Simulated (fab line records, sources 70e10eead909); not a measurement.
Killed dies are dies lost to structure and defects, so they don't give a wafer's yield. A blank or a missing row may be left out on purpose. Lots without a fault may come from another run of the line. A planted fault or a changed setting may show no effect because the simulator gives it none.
Which tool did it? | flow nand_harc | 6 lots, 18 wafers sampled, at 5 steps of a route of 1302

WHAT THE GAUGES READ, wafer by wafer
NHARC_END_SORT_01.
lot  | measured     | on        | killed_at_array
L758 | day 29 11:46 | prober-02 | 138 72 138
L762 | day 30 23:10 | prober-02 | 151 130 81

WHICH TOOL RAN EACH LOT (tool, then ch and the chambers of the sampled wafers, then the start)
lot  | NHARC_A_SLIT_DEP_25             | NHARC_THIN_TSV_ETCHBACK_48         | NHARC_THIN_TSV_ETCH_59            | NHARC_THIN_TSV_ETCH_36
L751 | pecvd-03 ch 0,1, day 20 06:08   | rie_diel-11 ch 0,1,2, day 24 08:46 | rie_metal-01 ch 0, day 24 12:40   | rie_metal-01 ch 0, day 24 13:04
L758 | pecvd-03 ch 0,1,2, day 24 08:47 | rie_diel-09 ch 2,3, day 28 18:29   | rie_metal-01 ch 0,1, day 28 22:23 | rie_metal-01 ch 0,1, day 28 22:39
L762 | pecvd-03 ch 0,1,2, day 25 16:41 | rie_diel-09 ch 0,1,3, day 30 06:09 | rie_metal-03 ch 0,1, day 30 10:07 | rie_metal-03 ch 0,1, day 30 10:17
L765 | pecvd-04 ch 0,1,2, day 26 17:13 | rie_diel-10 ch 2,3, day 31 00:54   | rie_metal-03 ch 0,1, day 31 05:00 | rie_metal-03 ch 0,1, day 31 05:12
L766 | pecvd-01 ch 0,1,2, day 27 09:27 | rie_diel-10 ch 0,2,3, day 31 20:17 | rie_metal-03 ch 0,1, day 32 00:19 | rie_metal-03 ch 0,1, day 32 00:35
L771 | pecvd-04 ch 1,2, day 28 15:40   | rie_diel-10 ch 1,3, day 32 23:43   | rie_metal-01 ch 1, day 33 03:44   | rie_metal-01 ch 0, day 33 03:59
- NHARC_A_SLIT_DEP_25: deposits SiO2, target thk 200 nm.
- NHARC_THIN_TSV_ETCHBACK_48: etches the open film in C4F8/Ar, target depth 1028.5 nm, time 405.17 s.
- NHARC_THIN_TSV_ETCH_59: etches the open film in Cl2/BCl3, target depth 880 nm, time 138.1 s.
- NHARC_THIN_TSV_ETCH_36: etches the open film in Cl2/BCl3, target depth 65 nm, time 18.571 s.

THE ANSWER, worked out from the rows above alone
Rule: what is usual is taken from the lots themselves. Put in order of their means at a reading, lots are off if they are a third of the lots or fewer, leave a main group of 4 or more, and stand apart from it by a gap of 3 or more times the standard deviation of the main group's means; of several such gaps the widest counts. A main group whose means are all the same, to the digits that the tables above print for the reading, isn't used. A lot without any number at a reading at which 4 lots or more have one is off too. The other lots that the step has rows for count as sound.
No lot is off at any reading shown: from this, nothing can be told.

WHAT THE SIMULATOR HAD PUT IN
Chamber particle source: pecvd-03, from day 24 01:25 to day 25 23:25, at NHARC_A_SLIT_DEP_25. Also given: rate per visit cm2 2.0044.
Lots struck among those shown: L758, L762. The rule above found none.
